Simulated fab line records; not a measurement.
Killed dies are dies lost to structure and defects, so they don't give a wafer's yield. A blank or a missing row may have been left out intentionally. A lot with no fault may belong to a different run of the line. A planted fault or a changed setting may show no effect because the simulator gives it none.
Matching of chambers || flow n5 finfet || 4 sister chambers for N5_BEOL_M1_STRIP_36 on rie diel-04
The step strips in N2/H2. 4 wafers are shown with their chamber, then 7 later ones without.

== WAFERS PAIRED WITH THEIR CHAMBERS ==
{"wafer": "L085.6", "chamber": 3, "showerhead plenum p Torr (Torr)": 2.43}
{"wafer": "L090.5", "chamber": 1, "showerhead plenum p Torr (Torr)": 2.54}
{"wafer": "L094.1", "chamber": 2, "showerhead plenum p Torr (Torr)": 2.60}
{"wafer": "L094.5", "chamber": 0, "showerhead plenum p Torr (Torr)": 2.61}

== WAFERS WITH NO CHAMBER GIVEN ==
{"wafer": "L094.6", "showerhead plenum p Torr (Torr)": 2.54}
{"wafer": "L095.2", "showerhead plenum p Torr (Torr)": 2.42}
{"wafer": "L095.3", "showerhead plenum p Torr (Torr)": 2.60}
{"wafer": "L095.4", "showerhead plenum p Torr (Torr)": 2.54}
{"wafer": "L097.3", "showerhead plenum p Torr (Torr)": 2.54}
{"wafer": "L097.5", "showerhead plenum p Torr (Torr)": 2.61}
{"wafer": "L097.6", "showerhead plenum p Torr (Torr)": 2.54}

== WHICH CHAMBER EACH WENT THROUGH ==
{"wafer": "L094.6", "from the rows above": 1, "in truth": 1}
{"wafer": "L095.2", "from the rows above": 3, "in truth": 3}
{"wafer": "L095.3", "from the rows above": 2, "in truth": 2}
{"wafer": "L095.4", "from the rows above": 1, "in truth": 1}
{"wafer": "L097.3", "from the rows above": 1, "in truth": 1}
{"wafer": "L097.5", "from the rows above": 0, "in truth": 0}
{"wafer": "L097.6", "from the rows above": 1, "in truth": 1}
Correctly placed: 7 of 7. Can't be placed from these rows: 0. Number placed wrongly: 0.
How it was worked out, from the rows above alone: a wafer's distance from a chamber is the root of the sum, over the readings, of the square of ((its reading less the chamber's mean) divided by the reading's scatter). If the next closest chamber is less than 2 further off than the closest, the wafer can't be placed; otherwise it belongs to the closest. The mean given for a chamber averages the wafers shown for that chamber. The scatter: root of mean squared gap, hidden wafer to nearest shown wafer, with one shown wafer a chamber.
